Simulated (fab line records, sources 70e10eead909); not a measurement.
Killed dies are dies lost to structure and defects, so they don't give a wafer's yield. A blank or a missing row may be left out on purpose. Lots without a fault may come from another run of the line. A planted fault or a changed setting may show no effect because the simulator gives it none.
fab line records | flow nand_harc
record lots=24 wafers=72 last_day=33
route steps=1302 shown P_M1@307 P_M2@328 P_BONDPAD@353
lots that met no fault: from a run of the same line without faults
start_h: hours from the record's first day to the start of the lot's first wafer shown | wait_h: hours since the lot's step before | " the same as in the row above | L1.1+2: a row that stands for several wafers | - no value, or no start given | * or withheld: withheld | < > ~ a bound
route shown NAME@n: a module of which the file shows steps, and the number in the route of the first | usual: mean/standard deviation of fault-free wafers | same: alike in all rows | chamber/n: place in a boat | sites: the reading at each site | _std_site: their standard deviation | _edge_site: outer sites' mean less inner sites' | radius_mm: how far each site lies from the wafer's centre | mask NAME#n: copy n | behind: the tool/chamber that last shaped the wafer | hold: why the lot was held/for how many hours/how that ended | device: the transistor (n, p or np) that didn't switch | end of line: the same wafers' tests at the end of the route | a step without rows: its recipe alone | killed: dies lost to structure and defects at the first sort, not the wafer's yield | map: a wafer's dies, x killed, . not, _ none there
set.NAME: the setting as run; set.NAME@STEP: as run at that earlier step | model.NAME: the simulator's own value behind a step, which no gauge read
steps of the route over a sample of lots; a table a step, a row a wafer
services: from which hour (start_h, from the record's first day; less than 0 if before it) a tool's chamber was out of use, for how many hours, and why
## steps
# step NHARC_P_M1_PVD_20
# recipe target_thk_a=50 bias_v=168.6 power_w=15000 chamber_pressure_pa=0.12 time_s=8.06 substrate_temp_c=50 material=TaN
# usual throttle_valve_pct=29.6/0.93
# columns lot.wafer tool chamber start_h wait_h throttle_valve_pct
L074.1 pvd_sputter-01 - - - 27.8
L074.2 " - " " 29.7
L074.3 " - " " 30.5
L076.3 pvd_sputter-02 - - - 30.3
L076.2 " - " " 31.1
L076.6 " - " " 31.1
L075.4 pvd_sputter-01 - - - 31.3
L075.2 " - " " 29.5
L075.6 " - " " 28.1
L077.4 pvd_sputter-01 - - - 29.3
L077.6 " - " " 31.4
L077.5 " - " " 28.1
L078.4 pvd_sputter-01 - - - 30.1
L078.3 " - " " 29.8
L078.6 " - " " 31.0
L079.1 pvd_sputter-03 - - - 29.4
L079.4 " - " " 28.9
L079.5 " - " " 29.4
L080.4 pvd_sputter-03 - - - 29.5
L080.3 " - " " 29.5
L080.5 " - " " 29.3
L081.2 pvd_sputter-03 - - - 29.0
L081.3 " - " " 28.5
L081.5 " - " " 28.6
L082.4 pvd_sputter-02 - - - 31.1
L082.2 " - " " 30.2
L082.5 " - " " 30.8
L083.1 pvd_sputter-01 - - - 27.8
L083.6 " - " " 29.6
L083.5 " - " " 30.3
L084.3 pvd_sputter-02 - - - 30.0
L084.1 " - " " 30.0
L084.6 " - " " 30.2
L085.3 pvd_sputter-03 - - - 28.6
L085.4 " - " " 28.4
L085.6 " - " " 28.9
L086.4 pvd_sputter-02 - - - 30.2
L086.6 " - " " 30.7
L086.5 " - " " 31.1
L087.1 pvd_sputter-03 - - - 29.0
L087.3 " - " " 29.6
L087.4 " - " " 28.9
L088.4 pvd_sputter-01 - - - 28.4
L088.2 " - " " 30.8
L088.5 " - " " 28.9
L089.1 pvd_sputter-03 - - - 28.8
L089.3 " - " " 29.5
L089.6 " - " " 29.5
L090.3 pvd_sputter-01 - - - 30.7
L090.1 " - " " 28.7
L090.4 " - " " 29.0
L091.3 pvd_sputter-03 - - - 28.3
L091.2 " - " " 28.8
L091.5 " - " " 28.9
L092.2 pvd_sputter-01 - - - 29.1
L092.4 " - " " 30.3
L092.1 " - " " 28.4
L093.1 pvd_sputter-03 - - - 29.4
L093.3 " - " " 28.5
L093.5 " - " " 29.4
L094.4 pvd_sputter-03 - - - 29.4
L094.2 " - " " 28.8
L094.6 " - " " 29.7
L095.4 pvd_sputter-03 - - - 29.4
L095.2 " - " " 29.2
L095.5 " - " " 29.6
L096.4 pvd_sputter-01 - 348.02 - 28.6
L096.6 " - " " 28.8
L096.5 " - " " 29.1
L097.4 pvd_sputter-01 - - - 30.9
L097.3 " - " " 28.5
L097.2 " - " " 30.6
# step NHARC_P_M2_CD_MEAS_09
# recipe target_cd_nm=170 landing_energy_ev=500
# usual cd_nm=169.9/0.59
# columns lot.wafer tool chamber start_h wait_h cd_nm
L074.1 cd_sem-03 0 138.13 - 168.8
L074.2 " 0 " " 169.6
L074.3 " 0 " " 169.9
L076.2 cd_sem-03 0 153.63 - 170.4
L076.3 " 0 " " 170.3
L076.6 " 0 " " 170.1
L075.2 cd_sem-03 0 154.43 - 169.5
L075.4 " 0 " " 169.5
L075.6 " 0 " " 169.6
L077.4 cd_sem-01 0 164.04 - 169.7
L077.5 " 0 " " 168.8
L077.6 " 0 " " 168.9
L078.3 cd_sem-01 0 168.85 - 169.3
L078.4 " 0 " " 169.8
L078.6 " 0 " " 170.1
L079.1 cd_sem-03 0 184.96 - 169.5
L079.4 " 0 " " 169.7
L079.5 " 0 " " 170.1
L080.3 cd_sem-01 0 189.38 - 169.7
L080.4 " 0 " " 169.6
L080.5 " 0 " " 170.1
L081.2 cd_sem-01 0 199.57 - 171.0
L081.3 " 0 " " 170.2
L081.5 " 0 " " 170.8
L082.2 cd_sem-01 0 207.14 - 169.7
L082.4 " 0 " " 169.9
L082.5 " 0 " " 169.3
L083.1 cd_sem-03 0 223.80 - 170.2
L083.5 " 0 " " 171.4
L083.6 " 0 " " 171.0
L084.1 cd_sem-03 0 227.07 - 169.9
L084.3 " 0 " " 170.5
L084.6 " 0 " " 170.2
L085.3 cd_sem-01 0 235.06 - 169.9
L085.4 " 0 " " 169.8
L085.6 " 0 " " 170.1
L086.4 cd_sem-03 0 250.20 - 170.7
L086.5 " 0 " " 170.1
L086.6 " 0 " " 170.1
L087.1 cd_sem-02 0 256.83 - 169.7
L087.3 " 0 " " 169.7
L087.4 " 0 " " 169.2
L088.2 cd_sem-02 0 274.52 - 168.4
L088.4 " 0 " " 169.2
L088.5 " 0 " " 168.2
L089.1 cd_sem-03 0 274.67 - 169.9
L089.3 " 0 " " 170.3
L089.6 " 0 " " 170.3
L090.1 cd_sem-03 0 289.61 - 171.1
L090.3 " 0 " " 170.1
L090.4 " 0 " " 170.0
L091.2 cd_sem-01 0 300.04 - 171.0
L091.3 " 0 " " 171.0
L091.5 " 0 " " 170.7
L092.1 cd_sem-03 0 312.29 - 169.5
L092.2 " 0 " " 168.7
L092.4 " 0 " " 169.9
L093.1 cd_sem-01 0 319.68 - 170.6
L093.3 " 0 " " 170.3
L093.5 " 0 " " 169.8
L094.2 cd_sem-02 0 330.87 - 169.9
L094.4 " 0 " " 169.3
L094.6 " 0 " " 170.1
L095.2 cd_sem-02 0 337.89 - 170.1
L095.4 " 0 " " 170.3
L095.5 " 0 " " 170.4
L096.4 cd_sem-01 0 350.77 - 170.1
L096.5 " 0 " " 169.7
L096.6 " 0 " " 169.7
L097.2 cd_sem-03 0 358.33 - 169.4
L097.3 " 0 " " 170.2
L097.4 " 0 " " 170.0
# step NHARC_P_M2_ETCH_35
# recipe target_depth_a=400 overetch_a=120 time_s=43.94 ion_energy_ev=200 n2_flow_sccm=150 h2_flow_sccm=150 ar_flow_sccm=0 rf_w=400 bias_w=150 chemistry=N2/H2
# usual drypump_motor_current_A=5.5/0.41 oes_product_au=1.005/0.011 rf_vpp_V=430.9/2 showerhead_plenum_p_Torr=2.06/0.065 throttle_valve_pct=14.173/0.0094
# columns lot.wafer tool chamber start_h wait_h drypump_motor_current_A oes_product_au rf_hours_counter_h rf_vpp_V showerhead_plenum_p_Torr throttle_valve_pct
L074.3 rie_diel-12 0 138.41 0.1 5.2 1.009 1.6 433.5 2.12 14.189
L074.2 " 1 " " 6.0 1.015 1.5 430.2 2.07 14.161
L074.1 " 2 " " 5.3 1.020 1.3 428.1 1.98 14.175
L076.3 rie_diel-12 1 153.90 0.1 6.0 1.014 2.9 432.2 2.07 14.169
L076.2 " 2 " " 5.3 1.013 3.2 427.6 1.98 14.161
L076.6 " 3 " " 5.1 1.002 - 431.4 2.09 14.175
L075.4 rie_diel-10 0 154.70 0.1 5.4 0.987 3.9 426.7 1.91 14.180
L075.2 " 2 " " 5.4 0.998 4.5 434.2 2.15 14.182
L075.6 " 1 " " 5.2 0.979 - 429.1 2.00 14.169
L077.6 rie_diel-12 2 164.35 0.1 5.3 1.014 - 428.7 1.98 14.169
L077.5 " 3 " " 5.1 0.998 - 432.0 2.09 14.179
L077.4 " 0 " " 5.2 1.008 - 434.0 2.12 14.167
L078.3 rie_diel-04 3 169.13 0.1 5.9 0.998 8.7 431.1 2.03 14.181
L078.4 " 0 " " 5.9 1.008 8.8 430.0 2.02 14.176
L078.6 " 2 " " 6.4 0.991 - 434.0 2.13 14.184
L079.1 rie_diel-12 3 185.23 0.1 5.1 0.998 4.3 433.9 2.09 14.146
L079.4 " 1 " " 5.9 1.028 4.4 430.7 2.07 14.167
L079.5 " 0 " " 5.2 1.019 - 432.3 2.12 14.158
L080.3 rie_diel-12 1 189.65 0.1 6.0 1.022 4.5 431.9 2.07 14.165
L080.4 " 2 " " 5.3 1.028 4.8 427.3 1.97 14.168
L080.5 " 0 " " 5.1 1.011 - 432.2 2.12 14.166
L081.2 rie_diel-12 2 199.84 0.1 5.3 1.015 5.4 428.9 1.97 14.169
L081.3 " 0 " " 5.2 1.008 5.0 431.6 2.12 14.171
L081.5 " 3 " " 5.1 1.004 - 431.7 2.09 14.181
L082.2 rie_diel-04 3 207.43 0.1 5.9 0.997 0.8 429.0 2.03 14.145
L082.5 " 2 " " 6.3 0.991 - 432.9 2.13 14.179
L082.4 " 3 " " 5.9 0.992 - 431.3 2.03 14.170
L083.1 rie_diel-12 2 224.08 0.1 5.3 1.026 6.6 428.9 1.97 14.177
L083.6 " 0 " " 5.2 1.012 - 431.7 2.12 14.183
L083.5 " 1 " " 6.0 1.014 - 432.2 2.07 14.173
L084.3 rie_diel-12 1 227.34 0.1 6.0 1.008 6.3 431.8 2.07 14.183
L084.1 " 2 " " 5.4 1.014 6.7 429.6 1.97 14.167
L084.6 " 0 " " 5.1 1.011 - 431.8 2.12 14.169
L085.3 rie_diel-12 2 235.33 0.1 5.3 1.007 7.5 428.1 1.97 14.191
L085.4 " 1 " " 5.9 0.999 6.9 430.1 2.07 14.156
L085.6 " 2 " " 5.3 1.017 - 429.0 1.97 14.170
L086.4 rie_diel-12 0 250.46 0.1 5.1 1.001 7.8 432.1 2.12 14.185
L086.5 " 0 " " 5.2 1.008 - 432.4 2.12 14.169
L086.6 " 1 " " 6.0 1.010 - 431.9 2.07 14.167
L087.4 rie_diel-12 0 257.10 0.1 5.2 0.995 8.1 433.0 2.12 14.164
L087.3 " 1 " " 6.0 1.021 8.3 431.5 2.07 14.172
L087.1 " 3 " " 5.1 0.999 7.6 432.9 2.08 14.165
L088.4 rie_diel-10 0 274.79 0.1 5.5 0.994 0.3 427.7 1.91 14.167
L088.2 " 1 " " 5.3 0.997 0.3 428.9 2.00 14.168
L088.5 " 0 " " 5.5 0.983 - 429.4 1.91 14.164
L089.3 rie_diel-04 2 274.95 0.1 6.3 1.006 5.5 432.9 2.13 14.169
L089.1 " 3 " " 5.9 1.009 5.3 430.2 2.03 14.182
L089.6 " 1 " " 5.0 1.005 - 427.9 1.95 14.162
L090.1 rie_diel-12 0 289.89 0.1 5.1 1.004 0.9 430.1 2.12 14.191
L090.3 " 1 " " 6.0 1.010 1.0 432.5 2.07 14.192
L090.4 " 2 " " 5.4 1.006 1.1 428.0 1.97 14.190
L091.2 rie_diel-12 0 300.30 0.1 5.2 1.001 1.2 433.4 2.12 14.181
L091.3 " 2 " " 5.3 1.007 1.4 428.4 1.97 14.178
L091.5 " 1 " " 6.0 1.011 - 429.9 2.07 14.176
L092.4 rie_diel-10 1 312.57 0.1 5.3 0.997 1.9 430.3 2.00 14.176
L092.1 " 2 " " 5.4 1.012 1.7 434.2 2.15 14.173
L092.2 " 3 " " 6.0 0.994 2.1 433.1 2.15 14.161
L093.1 rie_diel-12 3 319.95 0.1 5.1 0.993 2.7 432.2 2.08 14.179
L093.3 " 1 " " 6.0 1.019 2.4 431.5 2.07 14.166
L093.5 " 3 " " 5.1 0.994 - 433.0 2.08 14.188
L094.2 rie_diel-12 2 331.17 0.1 5.3 1.020 2.8 429.8 1.97 14.181
L094.4 " 0 " " 5.2 1.005 - 431.6 2.12 14.161
L094.6 " 2 " " 5.3 1.019 - 428.4 1.97 14.169
L095.2 rie_diel-04 3 338.18 0.1 5.9 0.989 10.0 430.7 2.03 14.171
L095.4 " 1 " " 5.0 1.008 8.9 426.4 1.95 14.159
L095.5 " 3 " " 5.8 0.992 - 430.1 2.03 14.176
L096.4 rie_diel-04 3 351.05 0.1 5.9 0.997 11.3 430.8 2.03 14.164
L096.5 " 0 " " 5.9 1.005 - 430.4 2.01 14.180
L096.6 " 1 " " 5.0 1.004 - 426.8 1.95 14.176
L097.4 rie_diel-12 3 358.60 0.1 5.1 0.987 3.5 432.5 2.08 14.176
L097.3 " 0 " " 5.1 1.007 4.1 432.1 2.12 14.167
L097.2 " 1 " " 6.0 0.996 4.1 431.9 2.07 14.179
# step NHARC_P_M2_PRE_CLEAN_30
# recipe time_s=30 temp_c=280 gas=H2/He
# usual heater_power_w=402/29
# columns lot.wafer tool chamber start_h wait_h heater_power_w
L074.3 pvd_sputter-01 - - - 394
L074.1 " - " " 393
L074.2 " - " " 413
L076.3 pvd_sputter-02 - - - 419
L076.2 " - " " 352
L076.6 " - " " 411
L075.2 pvd_sputter-03 - - - 416
L075.4 " - " " 425
L075.6 " - " " 361
L077.4 pvd_sputter-03 - - - 427
L077.5 " - " " 373
L077.6 " - " " 425
L078.4 pvd_sputter-01 - - - 360
L078.3 " - " " 411
L078.6 " - " " 399
L079.4 pvd_sputter-01 - - - 399
L079.1 " - " " 384
L079.5 " - " " 398
L080.4 pvd_sputter-01 - - - 386
L080.3 " - " " 362
L080.5 " - " " 417
L081.2 pvd_sputter-02 - - - 426
L081.3 " - " " 431
L081.5 " - " " 428
L082.2 pvd_sputter-01 - - - 402
L082.4 " - " " 392
L082.5 " - " " 406
L083.1 pvd_sputter-03 - - - 446
L083.5 " - " " 432
L083.6 " - " " 444
L084.3 pvd_sputter-03 - - - 415
L084.1 " - " " 446
L084.6 " - " " 359
L085.3 pvd_sputter-01 - - - 425
L085.4 " - " " 391
L085.6 " - " " 365
L086.4 pvd_sputter-03 - - - 359
L086.6 " - " " 430
L086.5 " - " " 407
L087.3 pvd_sputter-02 - - - 343
L087.1 " - " " 429
L087.4 " - " " 431
L088.4 pvd_sputter-03 - - - 451
L088.2 " - " " 364
L088.5 " - " " 430
L089.1 pvd_sputter-02 - - - 429
L089.3 " - " " 356
L089.6 " - " " 429
L090.3 pvd_sputter-03 - - - 430
L090.1 " - " " 360
L090.4 " - " " 444
L091.2 pvd_sputter-01 - - - 353
L091.3 " - " " 394
L091.5 " - " " 360
L092.4 pvd_sputter-03 - - - 443
L092.2 " - " " 362
L092.1 " - " " 430
L093.3 pvd_sputter-01 - - - 396
L093.1 " - " " 393
L093.5 " - " " 388
L094.2 pvd_sputter-01 - - - 411
L094.4 " - " " 384
L094.6 " - " " 424
L095.4 pvd_sputter-02 - - - 418
L095.2 " - " " 438
L095.5 " - " " 359
L096.4 pvd_sputter-01 - - - 401
L096.6 " - " " 392
L096.5 " - " " 341
L097.3 pvd_sputter-02 - - - 413
L097.2 " - " " 348
L097.4 " - " " 426
# step NHARC_P_M2_DEP_33
# recipe target_thk_a=300 temp_c=370 target_thk_nm=30 pressure_torr=3 flow_sccm=200 rf_w=450 material=SiCN
# usual heater_power_w=548/76
# columns lot.wafer tool chamber start_h wait_h heater_power_w
L074.1 pecvd-03 0 141.03 0.1 735
L074.2 " 1 " " 545
L074.3 " 2 " " 489
L076.2 pecvd-01 1 156.58 0.1 551
L076.3 " 0 " " 549
L076.6 " 1 " " 433
L075.2 pecvd-03 0 157.37 0.1 748
L075.4 " 0 " " 740
L075.6 " 1 " " 489
L077.6 pecvd-02 2 167.13 0.2 582
L077.5 " 0 " " 530
L077.4 " 1 " " 513
L078.3 pecvd-03 2 171.89 0.1 513
L078.6 " 1 " " 469
L078.4 " 0 " " 800
L079.1 pecvd-02 2 187.94 0.1 497
L079.5 " 2 " " 499
L079.4 " 0 " " 568
L080.3 pecvd-01 2 192.27 0.1 438
L080.5 " 2 " " 429
L080.4 " 0 " " 570
L081.2 pecvd-01 2 202.51 0.1 441
L081.3 " 1 " " 509
L081.5 " 0 " " 574
L082.2 pecvd-02 1 210.20 0.1 513
L082.5 " 0 " " 540
L082.4 " 1 " " 493
L083.1 pecvd-03 0 226.79 0.1 641
L083.6 " 2 " " 507
L083.5 " 0 " " 627
L084.3 pecvd-03 1 229.98 0.1 526
L084.1 " 0 " " 657
L084.6 " 0 " " 669
L085.3 pecvd-03 1 238.14 0.2 459
L085.4 " 2 " " 561
L085.6 " 1 " " 462
L086.4 pecvd-03 1 253.37 0.2 489
L086.6 " 2 " " 567
L086.5 " 1 " " 493
L087.1 pecvd-02 2 259.76 0.1 510
L087.3 " 0 " " 559
L087.4 " 2 " " 506
L088.2 pecvd-02 0 277.43 0.1 675
L088.5 " 1 " " 468
L088.4 " 2 " " 485
L089.1 pecvd-03 1 277.70 0.1 546
L089.3 " 1 " " 531
L089.6 " 0 " " 685
L090.1 pecvd-01 1 292.64 0.1 465
L090.3 " 2 " " 485
L090.4 " 0 " " 468
L091.2 pecvd-02 1 302.94 0.1 503
L091.3 " 2 " " 508
L091.5 " 1 " " 501
L092.2 pecvd-02 2 315.19 0.1 575
L092.1 " 0 " " 658
L092.4 " 0 " " 670
L093.1 pecvd-02 0 322.61 0.1 631
L093.3 " 2 " " 508
L093.5 " 2 " " 524
L094.2 pecvd-03 0 333.88 0.1 673
L094.6 " 0 " " 659
L094.4 " 1 " " 503
L095.2 pecvd-02 0 341.12 0.1 552
L095.5 " 2 " " 533
L095.4 " 0 " " 536
L096.4 pecvd-03 0 353.80 0.2 682
L096.5 " 1 " " 512
L096.6 " 2 " " 601
L097.2 pecvd-02 2 361.24 0.1 491
L097.3 " 1 " " 498
L097.4 " 2 " " 480
# step NHARC_P_BONDPAD_THK_MEAS_33
# recipe thk_meas_gauge=ellipsometry
# usual thk_nm=200.1/1.5
# columns lot.wafer tool chamber start_h wait_h thk_nm
L074.1 film_metro-01 - 142.10 0.2 201.8
L074.2 " - " " 196.6
L074.3 " - " " 200.6
L076.2 film_metro-02 - 157.65 0.2 199.9
L076.3 " - " " 200.3
L076.6 " - " " 200.2
L075.2 film_metro-02 - 158.40 0.1 199.3
L075.4 " - " " 199.1
L075.6 " - " " 199.1
L077.4 film_metro-01 - 168.11 0.2 198.9
L077.5 " - " " 198.0
L077.6 " - " " 198.7
L078.3 film_metro-01 - 172.90 0.2 200.7
L078.4 " - " " 200.6
L078.6 " - " " 199.8
L079.1 film_metro-02 - 188.96 0.2 200.6
L079.4 " - " " 199.7
L079.5 " - " " 199.7
L080.3 film_metro-01 - 193.54 0.2 198.5
L080.4 " - " " 200.4
L080.5 " - " " 200.2
L081.2 film_metro-01 - 203.57 0.1 199.1
L081.3 " - " " 199.5
L081.5 " - " " 197.0
L082.2 film_metro-01 - 211.24 0.2 201.1
L082.4 " - " " 199.8
L082.5 " - " " 198.1
L083.1 film_metro-02 - 227.77 0.2 201.2
L083.5 " - " " 201.7
L083.6 " - " " 203.0
L084.1 film_metro-02 - 231.06 0.2 200.0
L084.3 " - " " 199.6
L084.6 " - " " 200.4
L085.3 film_metro-02 - 239.21 0.2 200.0
L085.4 " - " " 198.1
L085.6 " - " " 196.8
L086.4 film_metro-02 - 254.39 0.2 201.8
L086.5 " - " " 203.8
L086.6 " - " " 202.3
L087.1 film_metro-02 - 260.79 0.1 201.4
L087.3 " - " " 199.7
L087.4 " - " " 200.7
L088.2 film_metro-02 - 278.52 0.2 201.9
L088.4 " - " " 202.5
L088.5 " - " " 199.6
L089.1 film_metro-02 - 278.90 0.2 204.0
L089.3 " - " " 199.9
L089.6 " - " " 199.8
L090.1 film_metro-01 - 293.70 0.2 198.7
L090.3 " - " " 200.7
L090.4 " - " " 199.4
L091.2 film_metro-02 - 304.01 0.2 200.8
L091.3 " - " " 200.5
L091.5 " - " " 198.7
L092.1 film_metro-02 - 316.26 0.2 198.3
L092.2 " - " " 201.5
L092.4 " - " " 198.5
L093.1 film_metro-02 - 323.68 0.1 201.4
L093.3 " - " " 199.5
L093.5 " - " " 199.9
L094.2 film_metro-02 - 334.97 0.2 198.2
L094.4 " - " " 200.4
L094.6 " - " " 198.9
L095.2 film_metro-01 - 342.15 0.2 197.0
L095.4 " - " " 200.0
L095.5 " - " " 200.3
L096.4 film_metro-01 - 354.74 0.2 203.6
L096.5 " - " " 200.8
L096.6 " - " " 198.7
L097.2 film_metro-01 - 362.32 0.2 198.5
L097.3 " - " " 197.2
L097.4 " - " " 201.9
## services
# columns tool chamber start_h hours kind
pvd_sputter-02 - 116.57 6.8 repair
rie_diel-04 1 139.22 2.7 repair
rie_diel-12 3 144.69 1.3 repair
pvd_sputter-03 - 145.06 2.8 repair
rie_diel-04 1 147.59 6.8 repair
pecvd-02 - 149.17 2.0 repair
rie_diel-12 1 162.74 2.5 repair
rie_diel-04 - 177.95 9.0 pm
pecvd-03 - 185.14 13.0 pm
pecvd-02 - 185.85 1.6 repair
pecvd-02 1 192.22 7.9 repair
rie_diel-04 1 203.98 4.9 repair
pvd_sputter-01 - 226.00 10.0 pm
pecvd-02 - 227.39 13.0 pm
pecvd-03 0 234.06 32.2 repair
rie_diel-12 3 242.47 6.3 repair
pvd_sputter-03 - 250.26 0.9 repair
pvd_sputter-01 - 258.23 6.3 repair
rie_diel-12 - 268.43 9.0 pm
pvd_sputter-02 - 271.33 2.5 repair
pecvd-03 2 274.22 9.9 repair
pvd_sputter-02 - 282.00 10.0 pm
pvd_sputter-02 - 296.11 3.1 repair
rie_diel-12 3 327.95 7.1 repair
## key
fault none
